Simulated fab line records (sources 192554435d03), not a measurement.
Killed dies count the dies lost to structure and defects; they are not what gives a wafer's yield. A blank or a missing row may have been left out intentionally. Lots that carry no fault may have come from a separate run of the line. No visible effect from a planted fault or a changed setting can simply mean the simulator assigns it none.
Split-lot study / flow n5Finfet / on a route of 1938 steps: 7 lots, 21 wafers read

THE SPLIT
At N5_BEOL_M3_PECVD_72 (deposits SiO2 from TEOS/O2, target thk 16 nm, time 18 s), the setting timeS was moved away from the recipe's 18 s on 4 of the 21 wafers read, by -11.3% to +8.2%. This setting was run at the recipe's value on the other wafers.

The reading is taken at the split's own step.

THE READING
SiO2_of_BEOL_M3_PECVD_72.thkNm (the simulator's own value, which no gauge read), in nm, at N5_BEOL_M3_PECVD_72 (deposits SiO2 from TEOS/O2, target thk 16 nm, time 18 s). The file does not state a usual value for it. Across the 17 wafers here that went through the recipe, the average is 15.9 nm and the standard deviation 0.23 nm.

wafer=L074.2; tool, chamber at the split=pecvd-01, 1; timeS as run, s=18; against the recipe=recipe; SiO2_of_BEOL_M3_PECVD_72.thkNm, nm=16; against lot-mates on the recipe=-
wafer=L074.3; tool, chamber at the split=pecvd-01, 2; timeS as run, s=18; against the recipe=recipe; SiO2_of_BEOL_M3_PECVD_72.thkNm, nm=15.6; against lot-mates on the recipe=-
wafer=L074.5; tool, chamber at the split=pecvd-01, 1; timeS as run, s=15.97; against the recipe=-11.3%; SiO2_of_BEOL_M3_PECVD_72.thkNm, nm=14.2; against lot-mates on the recipe=-1.6
wafer=L076.1; tool, chamber at the split=pecvd-03, 2,1,0; timeS as run, s=18; against the recipe=recipe; SiO2_of_BEOL_M3_PECVD_72.thkNm, nm=16.2; against lot-mates on the recipe=-
wafer=L076.4; tool, chamber at the split=pecvd-03, 2,1,0; timeS as run, s=18; against the recipe=recipe; SiO2_of_BEOL_M3_PECVD_72.thkNm, nm=16.2; against lot-mates on the recipe=-
wafer=L076.6; tool, chamber at the split=pecvd-03, 2,1,0; timeS as run, s=18; against the recipe=recipe; SiO2_of_BEOL_M3_PECVD_72.thkNm, nm=16.2; against lot-mates on the recipe=-
wafer=L077.1; tool, chamber at the split=pecvd-02, 0; timeS as run, s=18; against the recipe=recipe; SiO2_of_BEOL_M3_PECVD_72.thkNm, nm=15.6; against lot-mates on the recipe=-
wafer=L077.4; tool, chamber at the split=pecvd-02, 2; timeS as run, s=19.47; against the recipe=+8.2%; SiO2_of_BEOL_M3_PECVD_72.thkNm, nm=17.6; against lot-mates on the recipe=+1.7
wafer=L077.6; tool, chamber at the split=pecvd-02, 1; timeS as run, s=18; against the recipe=recipe; SiO2_of_BEOL_M3_PECVD_72.thkNm, nm=16.2; against lot-mates on the recipe=-
wafer=L081.3; tool, chamber at the split=pecvd-02, 2; timeS as run, s=18; against the recipe=recipe; SiO2_of_BEOL_M3_PECVD_72.thkNm, nm=16; against lot-mates on the recipe=-
wafer=L081.5; tool, chamber at the split=pecvd-02, 2; timeS as run, s=18; against the recipe=recipe; SiO2_of_BEOL_M3_PECVD_72.thkNm, nm=16; against lot-mates on the recipe=-
wafer=L081.4; tool, chamber at the split=pecvd-02, 0; timeS as run, s=18; against the recipe=recipe; SiO2_of_BEOL_M3_PECVD_72.thkNm, nm=15.6; against lot-mates on the recipe=-
wafer=L092.1; tool, chamber at the split=pecvd-01, 0; timeS as run, s=18; against the recipe=recipe; SiO2_of_BEOL_M3_PECVD_72.thkNm, nm=16; against lot-mates on the recipe=-
wafer=L092.4; tool, chamber at the split=pecvd-01, 0,2; timeS as run, s=16.82; against the recipe=-6.6%; SiO2_of_BEOL_M3_PECVD_72.thkNm, nm=15.2; against lot-mates on the recipe=-0.8
wafer=L092.6; tool, chamber at the split=pecvd-01, 0,2; timeS as run, s=16.82; against the recipe=-6.6%; SiO2_of_BEOL_M3_PECVD_72.thkNm, nm=15.2; against lot-mates on the recipe=-0.8
wafer=L094.2; tool, chamber at the split=pecvd-01, 0,1,0; timeS as run, s=18; against the recipe=recipe; SiO2_of_BEOL_M3_PECVD_72.thkNm, nm=16; against lot-mates on the recipe=-
wafer=L094.5; tool, chamber at the split=pecvd-01, 0,1,0; timeS as run, s=18; against the recipe=recipe; SiO2_of_BEOL_M3_PECVD_72.thkNm, nm=16; against lot-mates on the recipe=-
wafer=L094.6; tool, chamber at the split=pecvd-01, 0,1,0; timeS as run, s=18; against the recipe=recipe; SiO2_of_BEOL_M3_PECVD_72.thkNm, nm=16; against lot-mates on the recipe=-
wafer=L097.1; tool, chamber at the split=pecvd-02, 1,0; timeS as run, s=18; against the recipe=recipe; SiO2_of_BEOL_M3_PECVD_72.thkNm, nm=15.6; against lot-mates on the recipe=-
wafer=L097.3; tool, chamber at the split=pecvd-02, 1,0; timeS as run, s=18; against the recipe=recipe; SiO2_of_BEOL_M3_PECVD_72.thkNm, nm=15.6; against lot-mates on the recipe=-
wafer=L097.5; tool, chamber at the split=pecvd-02, 0; timeS as run, s=18; against the recipe=recipe; SiO2_of_BEOL_M3_PECVD_72.thkNm, nm=15.8; against lot-mates on the recipe=-
If several chambers appear in one row, that row covers several wafers at once and the file leaves open which wafer was in which chamber.

FIT RESULTS
A straight line over all 21 wafers: SiO2_of_BEOL_M3_PECVD_72.thkNm changes by +0.155 nm for each +1% of timeS; r = +0.92; the points scatter about the line by 0.25 nm.
The same after taking each lot's own level away (the mean of its wafers on the recipe; 21 wafers): +0.154 nm for each +1%; r = +0.95; scatter 0.18 nm.
That fit puts the effect of the largest move of timeS on the reading at 1.7 nm.
The lots' own levels span 15.67 to 16.20 nm, that is 2.3 times the standard deviation above.
Hence the lot-to-lot level has little effect on the slope; both slopes agree.
Check: -1.77 nm against its lot-mates is what the line predicts for one of the wafers moved furthest among these (-11.3%) when that wafer is left out of the fit. Against them it came out at -1.6 nm.

ADDITIONAL SPLITS CARRIED BY THESE WAFERS
Before the reading, these wafers also passed through other splits. Each is held against what the fit with the lots' levels taken away leaves over:
other split on the same wafers=N5_BEOL_M0_SAQP_PECVD_96 timeS; wafers away from the commonest value=8; r with SiO2_of_BEOL_M3_PECVD_72.thkNm (lot level and that fit taken away)=-0.05
other split on the same wafers=N5_BEOL_M0_SAQP_COAT_08 spinRpm; wafers away from the commonest value=8; r with SiO2_of_BEOL_M3_PECVD_72.thkNm (lot level and that fit taken away)=-0.16
other split on the same wafers=N5_BEOL_M0_CUTY_EXPOSE_54 doseMj; wafers away from the commonest value=8; r with SiO2_of_BEOL_M3_PECVD_72.thkNm (lot level and that fit taken away)=+0.04
other split on the same wafers=N5_BEOL_M0_ETCH_138 sourceW; wafers away from the commonest value=5; r with SiO2_of_BEOL_M3_PECVD_72.thkNm (lot level and that fit taken away)=+0.07
other split on the same wafers=N5_BEOL_M2_COAT_22 spinRpm; wafers away from the commonest value=7; r with SiO2_of_BEOL_M3_PECVD_72.thkNm (lot level and that fit taken away)=-0.03
other split on the same wafers=N5_BEOL_M2_EXPOSE_25 doseMj; wafers away from the commonest value=10; r with SiO2_of_BEOL_M3_PECVD_72.thkNm (lot level and that fit taken away)=-0.16
other split on the same wafers=N5_BEOL_M3_ILD_DEP_00 timeS; wafers away from the commonest value=10; r with SiO2_of_BEOL_M3_PECVD_72.thkNm (lot level and that fit taken away)=-0.25

FILE'S OWN FIT
SiO2_of_BEOL_M3_PECVD_72.thkNm changes by +0.157 nm for each +1% of timeS, r = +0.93.
